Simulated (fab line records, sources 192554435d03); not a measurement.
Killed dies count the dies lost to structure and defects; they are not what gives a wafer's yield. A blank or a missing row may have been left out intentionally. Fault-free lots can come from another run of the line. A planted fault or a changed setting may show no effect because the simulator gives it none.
Chamber matching	flow n5 finfet	4 sister chambers for N5_BEOL_M7_VIA_ETCH_34 on rie diel-05
The step etches SiCOH lowk in C4F6/O2, target depth 125.5 nm, time 50.5 s. 14 wafers are shown with their chamber, then 7 later ones without.

## WAFERS, EACH WITH ITS CHAMBER
wafer	chamber	showerhead plenum p Torr (Torr)	drypump motor current A (A)	throttle valve pct (%)
L083.1	1	2.92	5.9	21.08
L083.2	3	2.89	5.2	20.82
L083.5	0	2.86	6.0	20.77
L085.1	3	2.88	5.2	20.81
L085.3	0	2.86	6.0	20.77
L085.5	3	2.88	5.2	20.80
L086.1	1	2.92	5.8	21.09
L086.4	3	2.88	5.2	20.81
L086.5	2	2.97	5.1	20.66
L087.1	1	2.92	5.9	21.11
L087.4	3	2.88	5.1	20.82
L087.5	0	2.86	6.0	20.79
L092.2	3	2.88	5.2	20.83
L092.4	0	2.86	6.0	20.80

SIGNATURES (averages over the wafers above)
reading	chamber 0	chamber 1	chamber 2	chamber 3	scatter within a chamber
showerhead plenum p Torr	2.8600	2.9200	2.9700	2.8817	0.00289
drypump motor current A	6.000	5.867	5.100	5.183	0.0387
throttle valve pct	20.7825	21.0933	20.6600	20.8150	0.013
Rule: a wafer lies at a distance from a chamber equal to the root of the sum of squares, over the readings, of (its reading less the chamber's mean, divided by the reading's scatter). The wafer belongs to the nearest chamber; if the next one is less than 2 further off, it can't be placed. The scatter: the root of (the sum of the squares of (reading less its chamber's mean) over the shown wafers, divided by (wafers less chambers)).

## WAFERS WHOSE CHAMBER IS MISSING
wafer	showerhead plenum p Torr (Torr)	drypump motor current A (A)	throttle valve pct (%)
L092.5	2.88	5.2	20.84
L093.1	2.85	6.0	20.81
L093.5	2.91	5.8	21.12
L093.6	2.85	6.0	20.80
L097.2	2.87	5.2	20.85
L097.3	2.91	5.8	21.12
L097.4	2.85	6.0	20.82

## WHICH CHAMBER EACH WENT THROUGH
wafer	from the rows above	in truth
L092.5	3	3
L093.1	0	0
L093.5	1	1
L093.6	0	0
L097.2	3	3
L097.3	1	1
L097.4	0	0
7 of 7 placed correctly. Not placeable from these rows: 0. Placed wrongly: 0.
